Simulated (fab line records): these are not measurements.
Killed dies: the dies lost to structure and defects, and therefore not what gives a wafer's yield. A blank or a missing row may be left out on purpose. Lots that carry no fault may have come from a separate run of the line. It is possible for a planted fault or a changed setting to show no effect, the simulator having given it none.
Lot-split experiment / flow n5-finfet / route with 1938 steps; 7 lots, 21 wafers read

## ABOUT THE SPLIT
At N5_MIM_BOT_SPUTTER_00 (material TiN, target thk 35 nm, time 89.7 s), the setting power-w was moved away from the recipe's 3000 W on 8 of the 21 wafers read, by -6.2% to +9.4%. For the rest of the wafers, this setting stayed at what the recipe calls for.

The split's own step is where the reading is taken.

## THE READING
TiN_of_MIM_BOT_SPUTTER_00.thk-nm (the simulator's own value, which no gauge read), in nm, at N5_MIM_BOT_SPUTTER_00 (material TiN, target thk 35 nm, time 89.7 s). No usual value for it is given in the file. Across the 13 wafers here that went through the recipe, the average is 35.0 nm and the standard deviation 0.21 nm.

wafer=L074.1; tool, chamber at the split=pvd-sputter-03, -; power-w as run, W=3000; against the recipe=recipe; TiN_of_MIM_BOT_SPUTTER_00.thk-nm, nm=35; against lot-mates on the recipe=-
wafer=L074.2; tool, chamber at the split=pvd-sputter-03, -; power-w as run, W=2815; against the recipe=-6.2%; TiN_of_MIM_BOT_SPUTTER_00.thk-nm, nm=32.6; against lot-mates on the recipe=-2.4
wafer=L074.3; tool, chamber at the split=pvd-sputter-03, -; power-w as run, W=2815; against the recipe=-6.2%; TiN_of_MIM_BOT_SPUTTER_00.thk-nm, nm=32.6; against lot-mates on the recipe=-2.4
wafer=L076.1; tool, chamber at the split=pvd-sputter-01, -; power-w as run, W=3000; against the recipe=recipe; TiN_of_MIM_BOT_SPUTTER_00.thk-nm, nm=35.2; against lot-mates on the recipe=-
wafer=L076.2; tool, chamber at the split=pvd-sputter-01, -; power-w as run, W=3000; against the recipe=recipe; TiN_of_MIM_BOT_SPUTTER_00.thk-nm, nm=34.8; against lot-mates on the recipe=-
wafer=L076.6; tool, chamber at the split=pvd-sputter-01, -; power-w as run, W=3000; against the recipe=recipe; TiN_of_MIM_BOT_SPUTTER_00.thk-nm, nm=35; against lot-mates on the recipe=-
wafer=L083.3; tool, chamber at the split=pvd-sputter-03, -; power-w as run, W=3000; against the recipe=recipe; TiN_of_MIM_BOT_SPUTTER_00.thk-nm, nm=34.8; against lot-mates on the recipe=-
wafer=L083.4; tool, chamber at the split=pvd-sputter-03, -; power-w as run, W=2819; against the recipe=-6.0%; TiN_of_MIM_BOT_SPUTTER_00.thk-nm, nm=32.8; against lot-mates on the recipe=-2.0
wafer=L083.5; tool, chamber at the split=pvd-sputter-03, -; power-w as run, W=2819; against the recipe=-6.0%; TiN_of_MIM_BOT_SPUTTER_00.thk-nm, nm=33.4; against lot-mates on the recipe=-1.4
wafer=L089.1; tool, chamber at the split=pvd-sputter-03, -; power-w as run, W=3000; against the recipe=recipe; TiN_of_MIM_BOT_SPUTTER_00.thk-nm, nm=35; against lot-mates on the recipe=-
wafer=L089.4; tool, chamber at the split=pvd-sputter-03, -; power-w as run, W=3000; against the recipe=recipe; TiN_of_MIM_BOT_SPUTTER_00.thk-nm, nm=35; against lot-mates on the recipe=-
wafer=L089.5; tool, chamber at the split=pvd-sputter-03, -; power-w as run, W=3000; against the recipe=recipe; TiN_of_MIM_BOT_SPUTTER_00.thk-nm, nm=35.4; against lot-mates on the recipe=-
wafer=L092.1; tool, chamber at the split=pvd-sputter-03, -; power-w as run, W=3000; against the recipe=recipe; TiN_of_MIM_BOT_SPUTTER_00.thk-nm, nm=34.8; against lot-mates on the recipe=-
wafer=L092.6; tool, chamber at the split=pvd-sputter-03, -; power-w as run, W=3000; against the recipe=recipe; TiN_of_MIM_BOT_SPUTTER_00.thk-nm, nm=34.8; against lot-mates on the recipe=-
wafer=L092.4; tool, chamber at the split=pvd-sputter-03, -; power-w as run, W=3282; against the recipe=+9.4%; TiN_of_MIM_BOT_SPUTTER_00.thk-nm, nm=38; against lot-mates on the recipe=+3.2
wafer=L095.1; tool, chamber at the split=pvd-sputter-03, -; power-w as run, W=3242; against the recipe=+8.1%; TiN_of_MIM_BOT_SPUTTER_00.thk-nm, nm=37.6; against lot-mates on the recipe=no lot-mate on the recipe
wafer=L095.3; tool, chamber at the split=pvd-sputter-03, -; power-w as run, W=3242; against the recipe=+8.1%; TiN_of_MIM_BOT_SPUTTER_00.thk-nm, nm=37.8; against lot-mates on the recipe=no lot-mate on the recipe
wafer=L095.4; tool, chamber at the split=pvd-sputter-03, -; power-w as run, W=3242; against the recipe=+8.1%; TiN_of_MIM_BOT_SPUTTER_00.thk-nm, nm=37.8; against lot-mates on the recipe=no lot-mate on the recipe
wafer=L096.2; tool, chamber at the split=pvd-sputter-02, -; power-w as run, W=3000; against the recipe=recipe; TiN_of_MIM_BOT_SPUTTER_00.thk-nm, nm=34.6; against lot-mates on the recipe=-
wafer=L096.4; tool, chamber at the split=pvd-sputter-02, -; power-w as run, W=3000; against the recipe=recipe; TiN_of_MIM_BOT_SPUTTER_00.thk-nm, nm=35; against lot-mates on the recipe=-
wafer=L096.5; tool, chamber at the split=pvd-sputter-02, -; power-w as run, W=3000; against the recipe=recipe; TiN_of_MIM_BOT_SPUTTER_00.thk-nm, nm=35.2; against lot-mates on the recipe=-

THE FIT
A straight line over all 21 wafers: TiN_of_MIM_BOT_SPUTTER_00.thk-nm changes by +0.341 nm for each +1% of power-w; r = +0.99; the points scatter about the line by 0.23 nm.
The same after taking each lot's own level away (the mean of its wafers on the recipe; 18 wafers): +0.338 nm for each +1%; r = +0.98; scatter 0.25 nm.
The reading moves by 3.2 nm for the largest change in power-w, on that fit.
From 34.80 to 35.13 nm: that is the span of the lots' own levels, equal to 1.6 times the standard deviation above.
So the lot-to-lot level changes the slope little: the two slopes agree.
Check: +3.17 nm against its lot-mates is what the line predicts for one of the wafers moved furthest among these (+9.4%) when that wafer is left out of the fit. Against them it came out at +3.2 nm.

## OTHER SPLITS ON THESE WAFERS
Note: prior to the reading, these wafers also went through further splits. Each is held against what the fit with the lots' levels taken away leaves over:
other split on the same wafers=N5_BEOL_M14_PEB_26 peb-temp-c; wafers away from the commonest value=4; r with TiN_of_MIM_BOT_SPUTTER_00.thk-nm (lot level and that fit taken away)=+0.08

## THE FILE'S OWN FIT
TiN_of_MIM_BOT_SPUTTER_00.thk-nm changes by +0.339 nm for each +1% of power-w, r = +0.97.
